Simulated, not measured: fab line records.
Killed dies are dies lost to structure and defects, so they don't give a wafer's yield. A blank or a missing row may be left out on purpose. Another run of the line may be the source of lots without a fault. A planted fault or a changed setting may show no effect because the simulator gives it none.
fab line records -- flow n5-finfet
record: lots: 7, wafers: 21
route steps=1938 shown FIN_CUT@160 DUMMY_GATE@223 SD_EPI_P@300 SD_ACTIVATION@330 HKMG_FIN@391
start-h: hours from the record's opening day to when the first of the lot's shown wafers began -- wait-h: hours from the lot's prior step to this one -- " unchanged from the row above -- L1.1+2: a row that stands for several wafers -- - no value, or no start given -- * or withheld: withheld -- < > ~ a bound
route shown NAME@n: names a module that has steps shown in the file, with the first one's number in the route -- usual: mean/standard deviation of fault-free wafers -- same: alike in all rows -- chamber/n: place in a boat -- sites: per-site readings -- _std_site: the standard deviation of these -- _edge_site: inner sites' mean taken away from outer sites' mean -- radius-mm: for every site, how far away it sits from the centre of the wafer -- mask NAME#n: copy n -- behind: tool/chamber where the wafer was last shaped -- hold: why the lot went on hold/how many hours it stayed there/how the hold came to an end -- device: whichever transistor did not switch (one of n, p or np) -- end of line: the same wafers' tests at the end of the route -- where a step has no rows: the recipe by itself -- killed: count of dies lost to structure and defects at first sort (not the wafer's yield) -- map: dies across one wafer; x = killed, . = not, _ = none there
set.NAME: the setting as run; set.NAME@STEP: as run at that earlier step -- model.NAME: the simulator's own value behind a step, which no gauge read
lots whose settings were changed on purpose; a table a step, a row a wafer
== steps ==
step: N5_FIN_CUT_EXPOSE_05
recipe: mask-id: FIN_CUT, na: 0.33, source-shape: annular, sigma-inner: 0.35, sigma-outer: 0.8, polarization: unpolarized, dose-mj: 45.75
lot.wafer,tool,chamber,start-h,wait-h,mask,set.dose-mj
L074.2,euv-scanner-02,0,29.27,-,FIN_CUT#0,45.75
L074.3+5,euv-scanner-02,0,29.27,-,FIN_CUT#0,48.18
L076.1,euv-scanner-01,0,38.60,-,FIN_CUT#0,42.44
L076.4+6,euv-scanner-01,0,38.60,-,FIN_CUT#0,45.75
L077.1+5,euv-scanner-02,0,45.49,-,FIN_CUT#0,45.75
L077.3,euv-scanner-02,0,45.49,-,FIN_CUT#0,43.15
L082.2+3+6,euv-scanner-01,0,74.20,-,FIN_CUT#0,45.75
L086.1+2,euv-scanner-01,0,100.68,-,FIN_CUT#0,49.16
L086.5,euv-scanner-01,0,100.68,-,FIN_CUT#0,45.75
L091.1+2+6,euv-scanner-02,0,128.41,-,FIN_CUT#0,45.75
L097.1,euv-scanner-01,0,165.26,-,FIN_CUT#0,45.75
L097.4+5,euv-scanner-01,0,165.26,-,FIN_CUT#0,42.33
step: N5_FIN_CUT_PEB_06
recipe: peb-temp-c: 100, peb-time-s: 60, resist: CAR-EUV
step: N5_FIN_CUT_DEVELOP_07
recipe: develop-time-s: 30, developer: TMAH, resist: CAR-EUV, rinse-liquid: surfactant-rinse, dry: air-spin, dev-temp-c: 23
step: N5_FIN_CUT_CD_MEAS_08
recipe: target-cd-nm: 29.1, landing-energy-ev: 500, detector: se-inlens, polarity: opening
usual: cd-nm: 29.09/0.24
lot.wafer,tool,chamber,start-h,wait-h,set.dose-mj@FIN_CUT_EXPOSE_05,cd-nm
L074.2,cd-sem-01,0,29.40,-,45.75,29.35
L074.3,cd-sem-01,0,29.40,-,48.18,30.08
L074.5,cd-sem-01,0,29.40,-,48.18,30.06
L076.1,cd-sem-02,0,38.73,-,42.44,28.12
L076.4,cd-sem-02,0,38.73,-,45.75,29.26
L076.6,cd-sem-02,0,38.73,-,45.75,29.22
L077.1,cd-sem-01,0,45.62,-,45.75,28.80
L077.3,cd-sem-01,0,45.62,-,43.15,27.71
L077.5,cd-sem-01,0,45.62,-,45.75,28.74
L082.2,cd-sem-02,0,74.33,-,45.75,28.98
L082.3,cd-sem-02,0,74.33,-,45.75,29.02
L082.6,cd-sem-02,0,74.33,-,45.75,28.71
L086.1,cd-sem-02,0,100.81,-,49.16,30.13
L086.2,cd-sem-02,0,100.81,-,49.16,30.31
L086.5,cd-sem-02,0,100.81,-,45.75,28.97
L091.1,cd-sem-02,0,128.54,-,45.75,29.18
L091.2,cd-sem-02,0,128.54,-,45.75,29.13
L091.6,cd-sem-02,0,128.54,-,45.75,29.68
L097.1,cd-sem-02,0,165.40,-,45.75,29.27
L097.4,cd-sem-02,0,165.40,-,42.33,27.95
L097.5,cd-sem-02,0,165.40,-,42.33,27.82
step: N5_FIN_CUT_DESCUM_13
recipe: chemistry: O2, time-s: 7, source-power-w: 50, bias-power-w: 20, pressure-mtorr: 20, rf-frequency-hz: 2.712e+07, temp-c: 40, resist: CAR-EUV, o2-flow-sccm: 225
step: N5_FIN_CUT_ETCH_30
recipe: chemistry: N2/H2, target: underlayer, target-depth-a: 130, mask-material: CAR-EUV, time-s: 10.4, ion-energy-ev: 200, pressure-mtorr: 30, source-w: 840, bias-w: 150, n2-flow-sccm: 200, h2-flow-sccm: 200, ends: cleared
lot.wafer,tool,chamber,start-h,wait-h,set.dose-mj@FIN_CUT_EXPOSE_05,model.FIN_CUT.cd-offset-nm
L074.2,rie-diel-01,2,29.56,0.0,45.75,0
L074.3+5,rie-diel-01,1,29.56,0.0,48.18,1
L076.1,rie-diel-02,0,38.89,0.0,42.44,-1.2
L076.4+6,rie-diel-02,3,38.89,0.0,45.75,0.2
L077.1,rie-diel-03,3,45.79,0.0,45.75,0
L077.3,rie-diel-03,1,45.79,0.0,43.15,-1.2
L077.5,rie-diel-03,3,45.79,0.0,45.75,-0.2
L082.2+3,rie-diel-01,"3,0",75.02,0.0,45.75,0
L082.6,rie-diel-01,0,75.02,0.0,45.75,-0.2
L086.1,rie-diel-01,0,100.98,0.0,49.16,1.2
L086.2,rie-diel-01,3,100.98,0.0,49.16,1.4
L086.5,rie-diel-01,1,100.98,0.0,45.75,0
L091.1+2,rie-diel-02,"2,0",128.85,0.0,45.75,0
L091.6,rie-diel-02,1,128.85,0.0,45.75,0.4
L097.1,rie-diel-02,2,165.55,0.0,45.75,0
L097.4+5,rie-diel-02,"3,2",165.55,0.0,42.33,-1.4
step: N5_FIN_CUT_ETCH_20
recipe: chemistry: CF4, target: SiARC, target-depth-a: 260, mask-material: CAR-EUV, time-s: 43.3, ion-energy-ev: 80, pressure-mtorr: 40, source-w: 545, bias-w: 36, Ar_flow_sccm: 100, cf4-flow-sccm: 100, ends: cleared
lot.wafer,tool,chamber,start-h,wait-h,set.dose-mj@FIN_CUT_EXPOSE_05,model.FIN_CUT.cd-offset-nm
L074.2,rie-diel-01,2,29.58,0.0,45.75,-0.2
L074.3,rie-diel-01,1,29.58,0.0,48.18,1.2
L074.5,rie-diel-01,1,29.58,0.0,48.18,1
L076.1,rie-diel-02,0,38.91,0.0,42.44,-1.2
L076.4,rie-diel-02,3,38.91,0.0,45.75,0.2
L076.6,rie-diel-02,3,38.91,0.0,45.75,0.4
L077.1,rie-diel-03,3,45.81,0.0,45.75,0
L077.3,rie-diel-03,1,45.81,0.0,43.15,-1.2
L077.5,rie-diel-03,3,45.81,0.0,45.75,-0.2
L082.2+3,rie-diel-01,"3,0",75.04,0.0,45.75,0
L082.6,rie-diel-01,0,75.04,0.0,45.75,-0.2
L086.1,rie-diel-01,0,101.00,0.0,49.16,1.2
L086.2,rie-diel-01,3,101.00,0.0,49.16,1.4
L086.5,rie-diel-01,1,101.00,0.0,45.75,0.2
L091.1+2,rie-diel-02,"2,0",128.87,0.0,45.75,0
L091.6,rie-diel-02,1,128.87,0.0,45.75,0.4
L097.1,rie-diel-02,2,165.57,0.0,45.75,0
L097.4+5,rie-diel-02,"3,2",165.57,0.0,42.33,-1.2
step: N5_FIN_CUT_ETCH_21
recipe: chemistry: N2/H2, target: SOC, target-depth-a: 2190, overetch-a: 438, mask-material: SiARC, temp-c: 40, ion-energy-ev: 100, bias-w: 61, time-s: 523.5, pressure-mtorr: 30, source-w: 850, n2-flow-sccm: 200, h2-flow-sccm: 200
lot.wafer,tool,chamber,start-h,wait-h,set.dose-mj@FIN_CUT_EXPOSE_05,model.FIN_CUT.cd-offset-nm
L074.2,rie-diel-01,2,29.62,0.0,45.75,-0.8
L074.3,rie-diel-01,1,29.62,0.0,48.18,1.2
L074.5,rie-diel-01,1,29.62,0.0,48.18,0.8
L076.1,rie-diel-02,0,38.95,0.0,42.44,-1
L076.4,rie-diel-02,3,38.95,0.0,45.75,0.8
L076.6,rie-diel-02,3,38.95,0.0,45.75,1
L077.1+5,rie-diel-03,3,45.84,0.0,45.75,0.4
L077.3,rie-diel-03,1,45.84,0.0,43.15,-0.4
L082.2,rie-diel-01,3,75.08,0.0,45.75,0.4
L082.3,rie-diel-01,0,75.08,0.0,45.75,-0.4
L082.6,rie-diel-01,0,75.08,0.0,45.75,-0.6
L086.1,rie-diel-01,0,101.04,0.0,49.16,1
L086.2,rie-diel-01,3,101.04,0.0,49.16,2
L086.5,rie-diel-01,1,101.04,0.0,45.75,0.4
L091.1,rie-diel-02,2,128.91,0.0,45.75,0.8
L091.2,rie-diel-02,0,128.91,0.0,45.75,0.4
L091.6,rie-diel-02,1,128.91,0.0,45.75,0.2
L097.1,rie-diel-02,2,165.61,0.0,45.75,0
L097.4,rie-diel-02,3,165.61,0.0,42.33,-1
L097.5,rie-diel-02,2,165.61,0.0,42.33,-1.2
step: N5_DUMMY_GATE_COAT_35
recipe: resist: SiARC, temp-c: 220, time-s: 60, spin-rpm: 1500, resist-thk-nm: 10
lot.wafer,tool,chamber,start-h,wait-h,set.spin-rpm,model.SiARC_of_DUMMY_GATE_COAT_35.thk-nm
L074.2+3+5,litho-track-03,0,-,-,1500,10
L076.1+4+6,litho-track-01,0,-,-,1500,10
L077.1,litho-track-05,0,-,-,1500,10.2
L077.3,litho-track-05,0,-,-,1500,10
L077.5,litho-track-05,0,-,-,1630,9.6
L082.2,litho-track-03,0,-,-,1500,10.2
L082.3,litho-track-03,0,-,-,1378,10.6
L082.6,litho-track-03,0,-,-,1500,10
L086.1+2+5,litho-track-05,0,-,-,1500,10
L091.1+2+6,litho-track-03,0,-,-,1500,10
L097.1+4,litho-track-03,0,-,-,1630,9.6
L097.5,litho-track-03,0,-,-,1500,10
step: N5_DUMMY_GATE_EXPOSE_12
recipe: mask-id: GATE, na: 0.33, source-shape: annular, sigma-inner: 0.2, sigma-outer: 0.6, polarization: unpolarized, target-cd-nm: 25, dose-mj: 34
lot.wafer,tool,chamber,start-h,wait-h,mask,set.dose-mj
L074.2+3,euv-scanner-01,0,47.53,-,GATE#0,35.59
L074.5,euv-scanner-01,0,47.53,-,GATE#0,34
L076.1+6,euv-scanner-02,0,61.57,-,GATE#0,34
L076.4,euv-scanner-02,0,61.57,-,GATE#0,31.63
L077.1+3+5,euv-scanner-01,0,66.10,-,GATE#0,34
L082.2+3,euv-scanner-02,0,93.09,-,GATE#0,36.05
L082.6,euv-scanner-02,0,93.09,-,GATE#0,34
L086.1+2+5,euv-scanner-02,0,124.42,-,GATE#0,34
L091.1+2+6,euv-scanner-02,0,146.81,-,GATE#0,34
L097.1+4+5,euv-scanner-02,0,184.63,-,GATE#0,34
step: N5_DUMMY_GATE_PEB_13
recipe: peb-temp-c: 100, peb-time-s: 60, resist: CAR-EUV
step: N5_DUMMY_GATE_DEVELOP_14
recipe: develop-time-s: 30, developer: TMAH, resist: CAR-EUV, rinse-liquid: surfactant-rinse, dry: air-spin, dev-temp-c: 23
step: N5_DUMMY_GATE_CD_MEAS_15
recipe: target-cd-nm: 25.8, landing-energy-ev: 500, detector: se-inlens
usual: cd-nm: 25.09/0.22
lot.wafer,tool,chamber,start-h,wait-h,set.dose-mj@DUMMY_GATE_EXPOSE_12,cd-nm
L074.2,cd-sem-03,0,47.65,-,35.59,24.40
L074.3,cd-sem-03,0,47.65,-,35.59,24.65
L074.5,cd-sem-03,0,47.65,-,34,24.93
L076.1,cd-sem-03,0,61.69,-,34,25.05
L076.4,cd-sem-03,0,61.69,-,31.63,26.64
L076.6,cd-sem-03,0,61.69,-,34,24.96
L077.1,cd-sem-02,0,66.22,-,34,25.36
L077.3,cd-sem-02,0,66.22,-,34,25.21
L077.5,cd-sem-02,0,66.22,-,34,24.55
L082.2,cd-sem-02,0,93.21,-,36.05,23.75
L082.3,cd-sem-02,0,93.21,-,36.05,23.67
L082.6,cd-sem-02,0,93.21,-,34,25.00
L086.1,cd-sem-02,0,124.54,-,34,25.11
L086.2,cd-sem-02,0,124.54,-,34,25.07
L086.5,cd-sem-02,0,124.54,-,34,24.95
L091.1,cd-sem-03,0,146.93,-,34,25.31
L091.2,cd-sem-03,0,146.93,-,34,25.72
L091.6,cd-sem-03,0,146.93,-,34,25.32
L097.1,cd-sem-02,0,184.75,-,34,24.85
L097.4,cd-sem-02,0,184.75,-,34,24.79
L097.5,cd-sem-02,0,184.75,-,34,24.93
step: N5_SD_EPI_P_EXPOSE_06
recipe: mask-id: SD_P_BLK, na: 1.35, source-shape: conventional, sigma-outer: 0.8, polarization: unpolarized, target-cd-nm: 240, dose-mj: 39.5
lot.wafer,tool,chamber,start-h,wait-h,mask,set.dose-mj
L074.2,arfi-scanner-03,0,55.85,-,SD_P_BLK#0,38
L074.3+5,arfi-scanner-03,0,55.85,-,SD_P_BLK#0,39.5
L076.1+4,arfi-scanner-02,0,69.03,-,SD_P_BLK#0,39.5
L076.6,arfi-scanner-02,0,69.03,-,SD_P_BLK#0,41.76
L077.1+3,arfi-scanner-03,0,74.14,-,SD_P_BLK#0,39.5
L077.5,arfi-scanner-03,0,74.14,-,SD_P_BLK#0,40.77
L082.2,arfi-scanner-03,0,102.59,-,SD_P_BLK#0,40.35
L082.3+6,arfi-scanner-03,0,102.59,-,SD_P_BLK#0,39.5
L086.1+5,arfi-scanner-03,0,132.41,-,SD_P_BLK#0,39.5
L086.2,arfi-scanner-03,0,132.41,-,SD_P_BLK#0,40.83
L091.1+2+6,arfi-scanner-03,0,156.17,-,SD_P_BLK#0,39.5
L097.1+4,arfi-scanner-01,0,191.25,-,SD_P_BLK#0,41.85
L097.5,arfi-scanner-01,0,191.25,-,SD_P_BLK#0,39.5
step: N5_SD_EPI_P_PEB_07
recipe: peb-temp-c: 110, peb-time-s: 60, resist: CAR-ArF-block
lot.wafer,tool,chamber,start-h,wait-h,set.peb-time-s
L074.2+3,litho-track-03,0,55.90,0.0,60
L074.5,litho-track-03,0,55.90,0.0,51.26
L076.1+6,litho-track-03,0,69.09,0.1,53.23
L076.4,litho-track-03,0,69.09,0.1,60
L077.1,litho-track-04,0,74.20,0.1,56.42
L077.3+5,litho-track-04,0,74.20,0.1,60
L082.2+3,litho-track-04,0,102.64,0.0,53.84
L082.6,litho-track-04,0,102.64,0.0,60
L086.1+5,litho-track-04,0,132.46,0.1,50.58
L086.2,litho-track-04,0,132.46,0.1,60
L091.1+2+6,litho-track-01,0,156.23,0.1,60
L097.1+5,litho-track-04,0,191.31,0.1,68.31
L097.4,litho-track-04,0,191.31,0.1,60
step: N5_SD_EPI_P_DEVELOP_08
recipe: develop-time-s: 30, developer: TMAH, resist: CAR-ArF-block, dev-temp-c: 23, rinse-liquid: diw, dry: air-spin
step: N5_SD_EPI_P_CD_MEAS_09
recipe: target-cd-nm: 240, landing-energy-ev: 500, detector: se-inlens
usual: cd-nm: 240.1/0.87
lot.wafer,tool,chamber,start-h,wait-h,set.dose-mj@SD_EPI_P_EXPOSE_06,set.peb-time-s@SD_EPI_P_PEB_07,cd-nm
L074.2,cd-sem-01,0,55.97,-,38,60,237.7
L074.3,cd-sem-01,0,55.97,-,39.5,60,240.7
L074.5,cd-sem-01,0,55.97,-,39.5,51.26,234.3
L076.1,cd-sem-02,0,69.15,-,39.5,53.23,236.1
L076.4,cd-sem-02,0,69.15,-,39.5,60,241.0
L076.6,cd-sem-02,0,69.15,-,41.76,53.23,239.2
L077.1,cd-sem-01,0,74.26,-,39.5,56.42,238.5
L077.3,cd-sem-01,0,74.26,-,39.5,60,241.1
L077.5,cd-sem-01,0,74.26,-,40.77,60,241.5
L082.2,cd-sem-03,0,102.71,-,40.35,53.84,238.7
L082.3,cd-sem-03,0,102.71,-,39.5,53.84,237.2
L082.6,cd-sem-03,0,102.71,-,39.5,60,241.9
L086.1,cd-sem-02,0,132.53,-,39.5,50.58,233.1
L086.2,cd-sem-02,0,132.53,-,40.83,60,241.6
L086.5,cd-sem-02,0,132.53,-,39.5,50.58,232.4
L091.1,cd-sem-01,0,156.30,-,39.5,60,239.0
L091.2,cd-sem-01,0,156.30,-,39.5,60,238.6
L091.6,cd-sem-01,0,156.30,-,39.5,60,238.2
L097.1,cd-sem-01,0,191.38,-,41.85,68.31,248.3
L097.4,cd-sem-01,0,191.38,-,41.85,60,243.1
L097.5,cd-sem-01,0,191.38,-,39.5,68.31,243.5
step: N5_SD_EPI_P_DESCUM_14
recipe: chemistry: O2, time-s: 7.9, source-power-w: 50, bias-power-w: 20, pressure-mtorr: 20, rf-frequency-hz: 2.712e+07, temp-c: 40, resist: CAR-ArF-block, o2-flow-sccm: 225
lot.wafer,tool,chamber,start-h,wait-h,set.dose-mj@SD_EPI_P_EXPOSE_06,set.peb-time-s@SD_EPI_P_PEB_07,model.SD_EPI_P.cd-nm
L074.2,rie-diel-02,0,56.05,0.0,38,60,238.2
L074.3,rie-diel-02,1,56.05,0.0,39.5,60,240.6
L074.5,rie-diel-02,0,56.05,0.0,39.5,51.26,234.2
L076.1,rie-diel-03,0,69.24,0.0,39.5,53.23,236.4
L076.4,rie-diel-03,2,69.24,0.0,39.5,60,241
L076.6,rie-diel-03,2,69.24,0.0,41.76,53.23,239.2
L077.1,rie-diel-03,2,74.35,0.0,39.5,56.42,237.8
L077.3,rie-diel-03,3,74.35,0.0,39.5,60,240.8
L077.5,rie-diel-03,2,74.35,0.0,40.77,60,241.2
L082.2,rie-diel-02,1,102.80,0.0,40.35,53.84,238.8
L082.3,rie-diel-02,3,102.80,0.0,39.5,53.84,236.8
L082.6,rie-diel-02,1,102.80,0.0,39.5,60,242.2
L086.1,rie-diel-03,3,132.72,0.1,39.5,50.58,233.2
L086.2,rie-diel-03,2,132.72,0.1,40.83,60,241.4
L086.5,rie-diel-03,1,132.72,0.1,39.5,50.58,232.8
L091.1,rie-diel-01,0,156.39,0.0,39.5,60,239.2
L091.2,rie-diel-01,2,156.39,0.0,39.5,60,238.6
L091.6,rie-diel-01,2,156.39,0.0,39.5,60,238
L097.1,rie-diel-01,0,191.46,0.0,41.85,68.31,248
L097.4,rie-diel-01,2,191.46,0.0,41.85,60,243.2
L097.5,rie-diel-01,3,191.46,0.0,39.5,68.31,243.6
step: N5_SD_EPI_P_ETCH_16
recipe: chemistry: CHF3/O2, target: SiO2, target-depth-a: 50, mask-material: SOC, pressure-mtorr: 30, source-w: 650, bias-w: 170, Ar_flow_sccm: 200, CHF3_flow_sccm: 50, O2_flow_sccm: 5, ion-energy-ev: 200
lot.wafer,tool,chamber,start-h,wait-h,set.target-depth-a,model.etch.depth-nm
L074.2,rie-diel-02,0,56.67,0.1,44.07,4.405
L074.3,rie-diel-02,1,56.67,0.1,50,4.941
L074.5,rie-diel-02,0,56.67,0.1,44.07,4.386
L076.1,rie-diel-03,0,69.86,0.1,50,4.967
L076.4,rie-diel-03,2,69.86,0.1,53.53,5.354
L076.6,rie-diel-03,2,69.86,0.1,50,4.987
L077.1,rie-diel-03,2,74.97,0.1,54.51,5.418
L077.3,rie-diel-03,3,74.97,0.1,50,4.932
L077.5,rie-diel-03,2,74.97,0.1,50,4.964
L082.2,rie-diel-02,1,103.41,0.1,50,4.887
L082.3,rie-diel-02,3,103.41,0.1,50,4.934
L082.6,rie-diel-02,1,103.41,0.1,50,4.85
L086.1,rie-diel-03,3,133.34,0.1,50,4.994
L086.2,rie-diel-03,2,133.34,0.1,46.08,4.634
L086.5,rie-diel-03,1,133.34,0.1,46.08,4.59
L091.1,rie-diel-01,0,157.00,0.1,50,4.893
L091.2,rie-diel-01,2,157.00,0.1,50,5.089
L091.6,rie-diel-01,2,157.00,0.1,50,5.161
L097.1,rie-diel-01,0,192.08,0.1,51.53,4.98
L097.4,rie-diel-01,2,192.08,0.1,51.53,5.27
L097.5,rie-diel-01,3,192.08,0.1,51.53,5.186
step: N5_SD_EPI_P_EPI_21
recipe: material: SiGe:B, dopant: B, temp-c: 550, pressure-torr: 20, ambient: H2, time-s: 355
lot.wafer,tool,chamber,start-h,wait-h,set.time-s,model.SiGe-B_of_SD_EPI_P_EPI_21.thk-nm
L074.2,epi-rpcvd-01,0,57.80,0.5,327.3,58.2
L074.3,epi-rpcvd-01,0,57.80,0.5,327.3,58
L074.5,epi-rpcvd-01,0,57.80,0.5,327.3,58.6
L076.1,epi-rpcvd-03,0,70.59,0.1,355,61.4
L076.4,epi-rpcvd-03,0,71.67,1.1,401.4,67.6
L076.6,epi-rpcvd-03,0,71.67,1.1,401.4,65.6
L077.1+5,epi-rpcvd-03,0,75.71,0.1,322.5,57.4
L077.3,epi-rpcvd-03,0,75.71,0.1,355,61
L082.2,epi-rpcvd-04,0,104.51,0.5,355,60.8
L082.3,epi-rpcvd-04,0,104.51,0.5,312.5,56.2
L082.6,epi-rpcvd-04,0,105.95,1.8,355,60.4
L086.1+2,epi-rpcvd-04,0,134.07,0.1,314.8,57
L086.5,epi-rpcvd-04,0,135.51,1.5,355,61.6
L091.1,epi-rpcvd-01,0,157.75,0.1,355,60.8
L091.2,epi-rpcvd-01,0,157.75,0.1,355,62
L091.6,epi-rpcvd-01,0,159.55,1.8,355,61.6
L097.1,epi-rpcvd-03,0,192.81,0.1,393.8,66
L097.4+5,epi-rpcvd-03,0,193.89,1.1,355,62
step: N5_SD_EPI_P_EPI_MEAS_23
recipe: mode: xrd
usual: thk-nm: 60.9/1.3
lot.wafer,tool,chamber,start-h,wait-h,set.time-s@SD_EPI_P_EPI_21,thk-nm
L074.2,film-metro-02,-,59.64,1.5,327.3,57.3
L074.3,film-metro-02,-,59.64,1.5,327.3,58.2
L074.5,film-metro-02,-,59.64,1.5,327.3,60.0
L076.1,film-metro-02,-,72.78,1.8,355,61.8
L076.4,film-metro-02,-,72.78,1.8,401.4,68.7
L076.6,film-metro-02,-,72.78,1.8,401.4,65.1
L077.1,film-metro-02,-,77.90,1.8,322.5,57.2
L077.3,film-metro-02,-,77.90,1.8,355,60.7
L077.5,film-metro-02,-,77.90,1.8,322.5,57.5
L082.2,film-metro-02,-,106.34,1.5,355,60.4
L082.3,film-metro-02,-,106.34,1.5,312.5,54.7
L082.6,film-metro-02,-,106.34,1.5,355,60.5
L086.1,film-metro-02,-,136.27,1.8,314.8,55.9
L086.2,film-metro-02,-,136.27,1.8,314.8,57.3
L086.5,film-metro-02,-,136.27,1.8,355,61.9
L091.1,film-metro-02,-,159.95,1.8,355,61.5
L091.2,film-metro-02,-,159.95,1.8,355,59.6
L091.6,film-metro-02,-,159.95,1.8,355,60.1
L097.1,film-metro-01,-,195.01,1.8,393.8,67.2
L097.4,film-metro-01,-,195.01,1.8,355,61.7
L097.5,film-metro-01,-,195.01,1.8,355,61.2
step: N5_SD_EPI_P_HM_STRIP_48
recipe: chemistry: H3PO4, temp-c: 160, material: SiNx, target: SiNx, target-depth-a: 30, overetch-fraction: 0.3
step: N5_SD_EPI_P_SRD_49
recipe: dry: ipa-marangoni, time-s: 30, temp-c: 23, rinse-liquid: diw
step: N5_SD_ACTIVATION_RTA_00
recipe: temp-c: 975, time-s: 0, ambient: N2, idle-temp-c: 600, ramp-up-c-per-s: 150, ramp-down-c-per-s: 60, cool-to-c: 600
step: N5_SD_ACTIVATION_LSA_01
recipe: temp-c: 1080, time-s: 0.0008, ambient: N2
step: N5_SD_ACTIVATION_RS_MEAS_03
recipe: thk-meas-gauge: four-point-probe
usual: RS_SD_N: 21.96/0.28, RS_SD_P: 56.1/0.95
lot.wafer,tool,chamber,start-h,wait-h,set.time-s@SD_EPI_P_EPI_21,RS_SD_N[ohm/sq],RS_SD_P[ohm/sq]
L074.2,film-metro-02,-,60.27,0.2,327.3,21.77,59.1
L074.3,film-metro-02,-,60.27,0.2,327.3,22.06,58.8
L074.5,film-metro-02,-,60.27,0.2,327.3,21.88,58.3
L076.1,film-metro-02,-,73.46,0.2,355,22.13,56.3
L076.4,film-metro-02,-,73.46,0.2,401.4,22.67,51.1
L076.6,film-metro-02,-,73.46,0.2,401.4,21.99,52.5
L077.1,film-metro-02,-,78.81,0.2,322.5,22.14,59.3
L077.3,film-metro-02,-,78.81,0.2,355,22.31,56.1
L077.5,film-metro-02,-,78.81,0.2,322.5,22.11,59.5
L082.2,film-metro-01,-,107.04,0.2,355,21.52,55.9
L082.3,film-metro-01,-,107.04,0.2,312.5,21.92,60.8
L082.6,film-metro-01,-,107.04,0.2,355,21.86,56.1
L086.1,film-metro-01,-,136.89,0.2,314.8,22.08,58.6
L086.2,film-metro-01,-,136.89,0.2,314.8,21.84,58.4
L086.5,film-metro-01,-,136.89,0.2,355,22.11,53.9
L091.1,film-metro-02,-,160.57,0.2,355,22.04,56.3
L091.2,film-metro-02,-,160.57,0.2,355,22.21,55.5
L091.6,film-metro-02,-,160.57,0.2,355,22.04,55.9
L097.1,film-metro-02,-,195.61,0.2,393.8,22.29,51.0
L097.4,film-metro-02,-,195.61,0.2,355,22.31,54.5
L097.5,film-metro-02,-,195.61,0.2,355,22.09,54.2
step: N5_HKMG_FIN_COAT_42
recipe: resist: SiARC, temp-c: 220, time-s: 60, spin-rpm: 1500, resist-thk-nm: 35
lot.wafer,tool,chamber,start-h,wait-h,set.spin-rpm,model.SiARC_of_HKMG_FIN_COAT_42.thk-nm
L074.2+3,litho-track-02,0,-,-,1616,33.8
L074.5,litho-track-02,0,-,-,1500,35
L076.1+4+6,litho-track-03,0,-,-,1434,35.8
L077.1,litho-track-03,0,-,-,1500,35
L077.3,litho-track-03,0,-,-,1652,33.4
L077.5,litho-track-03,0,-,-,1500,35.2
L082.2,litho-track-04,0,-,-,1453,35.4
L082.3,litho-track-04,0,-,-,1453,35.6
L082.6,litho-track-04,0,-,-,1500,35
L086.1,litho-track-03,0,-,-,1500,35.2
L086.2+5,litho-track-03,0,-,-,1500,35
L091.1,litho-track-02,0,-,-,1500,35
L091.2+6,litho-track-02,0,-,-,1500,35.2
L097.1+5,litho-track-03,0,-,-,1612,33.6
L097.4,litho-track-03,0,-,-,1500,34.8
== key ==
split: step: N5_FIN_CUT_EXPOSE_05, setting: dose-mj, stated: 45.75, by: wafer
response: step: N5_FIN_CUT_CD_MEAS_08, reading: cd-nm, change: +0.168, per: 1%, r: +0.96
response: step: N5_FIN_CUT_ETCH_30, reading: model.FIN_CUT.cd-offset-nm, change: +0.187, per: 1%, r: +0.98
response: step: N5_FIN_CUT_ETCH_20, reading: model.FIN_CUT.cd-offset-nm, change: +0.184, per: 1%, r: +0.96
response: step: N5_FIN_CUT_ETCH_21, reading: model.FIN_CUT.cd-offset-nm, change: +0.197, per: 1%, r: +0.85
split: step: N5_DUMMY_GATE_COAT_35, setting: spin-rpm, stated: 1500, by: wafer
response: step: N5_DUMMY_GATE_COAT_35, reading: model.SiARC_of_DUMMY_GATE_COAT_35.thk-nm, change: -0.0548, per: 1%, r: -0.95
split: step: N5_DUMMY_GATE_EXPOSE_12, setting: dose-mj, stated: 34, by: wafer
response: step: N5_DUMMY_GATE_CD_MEAS_15, reading: cd-nm, change: -0.197, per: 1%, r: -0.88
split: step: N5_SD_EPI_P_EXPOSE_06, setting: dose-mj, stated: 39.5, by: wafer
response: step: N5_SD_EPI_P_CD_MEAS_09, reading: cd-nm, slope: +0.644, per: 1%, together-with: peb-time-s@SD_EPI_P_PEB_07, explained: 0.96
response: step: N5_SD_EPI_P_DESCUM_14, reading: model.SD_EPI_P.cd-nm, slope: +0.596, per: 1%, together-with: peb-time-s@SD_EPI_P_PEB_07, explained: 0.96
split: step: N5_SD_EPI_P_PEB_07, setting: peb-time-s, stated: 60, by: wafer
response: step: N5_SD_EPI_P_DESCUM_14, reading: model.SD_EPI_P.cd-nm, change: +0.374, per: 1%, r: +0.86
response: step: N5_SD_EPI_P_CD_MEAS_09, reading: cd-nm, slope: +0.41, per: 1%, together-with: dose-mj@SD_EPI_P_EXPOSE_06, explained: 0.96
split: step: N5_SD_EPI_P_ETCH_16, setting: target-depth-a, stated: 50, by: wafer
response: step: N5_SD_EPI_P_ETCH_16, reading: model.etch.depth-nm, change: +0.0491, per: 1%, r: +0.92
split: step: N5_SD_EPI_P_EPI_21, setting: time-s, stated: 355, by: wafer
response: step: N5_SD_EPI_P_EPI_21, reading: model.SiGe-B_of_SD_EPI_P_EPI_21.thk-nm, change: +0.386, per: 1%, r: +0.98
response: step: N5_SD_EPI_P_EPI_MEAS_23, reading: thk-nm, change: *, per: 1%, r: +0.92
response: step: N5_SD_ACTIVATION_RS_MEAS_03, reading: RS_SD_P, change: -0.362, per: 1%, r: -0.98
split: step: N5_HKMG_FIN_COAT_42, setting: spin-rpm, stated: 1500, by: wafer
response: step: N5_HKMG_FIN_COAT_42, reading: model.SiARC_of_HKMG_FIN_COAT_42.thk-nm, change: -0.162, per: 1%, r: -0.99
